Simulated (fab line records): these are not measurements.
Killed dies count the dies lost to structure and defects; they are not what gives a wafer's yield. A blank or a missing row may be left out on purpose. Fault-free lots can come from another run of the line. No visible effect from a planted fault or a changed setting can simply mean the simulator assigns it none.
One fault seen from 2 desks    flow n5_finfet    each desk holds nothing but its own numbers, with what lay behind them at the end

== DESK OF THE TOOL OWNER: rie_diel-06 ==
The tool's own readings at N5_BEOL_M0_SAQP_ETCH_107 (etches SiNx in CH3F/O2, target depth 30 nm): means of the sampled wafers that have a number, for each lot that ran on this tool. Any lot whose mean is over 4 standard deviations away from the usual mean is out of limits and marked OUT; that distance is given in the brackets.
Columns: A = drypump_motor_current_A at N5_BEOL_M0_SAQP_ETCH_107, usual 5.8 A; B = oes_f_703_au at N5_BEOL_M0_SAQP_ETCH_107, usual 0.78 a.u.; C = oes_product_au at N5_BEOL_M0_SAQP_ETCH_107, usual 0.78 a.u.; D = rf_fwd_power_W at N5_BEOL_M0_SAQP_ETCH_107, usual 390.6 W; E = rf_vpp_V at N5_BEOL_M0_SAQP_ETCH_107, usual 294 V; F = showerhead_plenum_p_Torr at N5_BEOL_M0_SAQP_ETCH_107, usual 1.99 Torr; G = throttle_valve_pct at N5_BEOL_M0_SAQP_ETCH_107, usual 16.30 %
lot   first seen here  A    B     C     D                E    F     G
L538  day 5 12:34      5.8  0.84  0.86  390.8            296  2.03  16.29
L541  day 6 09:17      5.6  0.84  0.85  390.0            292  1.97  16.19
L542  day 6 15:19      5.5  0.70  0.76  357.8 (-19) OUT  310  2.00  16.22
L543  day 6 21:35      5.5  0.70  0.76  358.6 (-19) OUT  310  2.00  16.23
L554  day 9 14:55      5.5  0.80  0.78  391.9            290  1.92  16.33
L559  day 11 01:07     5.7  0.72  0.71  391.5            301  2.00  16.50
L561  day 11 09:22     5.7  0.77  0.76  391.6            295  1.97  16.48
This desk's finding: out of limits on L542, L543; first on L542, day 6 15:19 (rf_fwd_power_W at N5_BEOL_M0_SAQP_ETCH_107). In limits: L538, L541, L554, L559, L561.

== FROM THE METROLOGY DESK ==
Means of the sampled wafers that have a number, per lot and without regard to the tool the lot ran on: this is what the gauges read. Any lot whose mean is over 4 standard deviations away from the usual mean is out of limits and marked OUT; that distance is given in the brackets. Of its 10 readings 7 are shown: those that lie furthest out on some lot.
Columns: A = DIBL_N at N5_BEOL_M4_RC_MEAS_101, usual 37.0 mV/V; B = IOFF_N at N5_BEOL_M4_RC_MEAS_101, usual 0.17 nA/um; C = IOFF_P at N5_BEOL_M4_RC_MEAS_101, usual 0.23 nA/um; D = ION_P at N5_BEOL_M4_RC_MEAS_101, usual 460 uA/um; E = SS_N at N5_BEOL_M4_RC_MEAS_101, usual 71.7 mV/dec; F = SS_P at N5_BEOL_M4_RC_MEAS_101, usual 73.6 mV/dec; G = VT_P at N5_BEOL_M4_RC_MEAS_101, usual -250 mV
lot   first seen here  A     B     C     D    E     F     G
L538  day 7 23:18      40.4  0.25  0.31  471  72.4  74.9  -247
L541  day 8 22:55      38.3  0.20  0.22  456  72.0  74.0  -251
L542  day 9 01:54      36.6  0.16  0.24  469  71.2  73.4  -248
L543  day 9 09:13      37.1  0.20  0.28  469  72.2  73.0  -246
L552  day 12 16:50     37.5  0.16  0.24  456  72.3  73.7  -250
L554  day 12 21:28     38.8  0.22  0.26  464  72.7  74.4  -249
L558  day 13 14:05     37.4  0.18  0.22  455  72.0  73.4  -251
L559  day 13 20:28     38.9  0.18  0.22  451  71.8  73.1  -254
L561  day 14 06:08     35.8  0.14  0.16  448  71.4  73.4  -257
Finding of this desk: none of the 9 lots has anything out of limits.

== ALL TOGETHER ==
The tool owner's desk could have raised an alarm at day 6 15:19, on L542, L543.
Nothing out of limits was seen by the metrology desk.
The metrology desk holds a record of L542, L543, inside its limits.
Every lot named ran N5_BEOL_M0_SAQP_ETCH_107 on rie_diel-06.

== WHAT WAS PUT IN BY THE SIMULATOR ==
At N5_BEOL_M0_SAQP_ETCH_107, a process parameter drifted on rie_diel-06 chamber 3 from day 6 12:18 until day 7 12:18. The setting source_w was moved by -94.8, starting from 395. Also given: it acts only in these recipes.
Shown lots that were struck: L542, L543.
Time in hours from fault onset to the first out-of-limits reading at each desk: the tool owner's desk, 3.
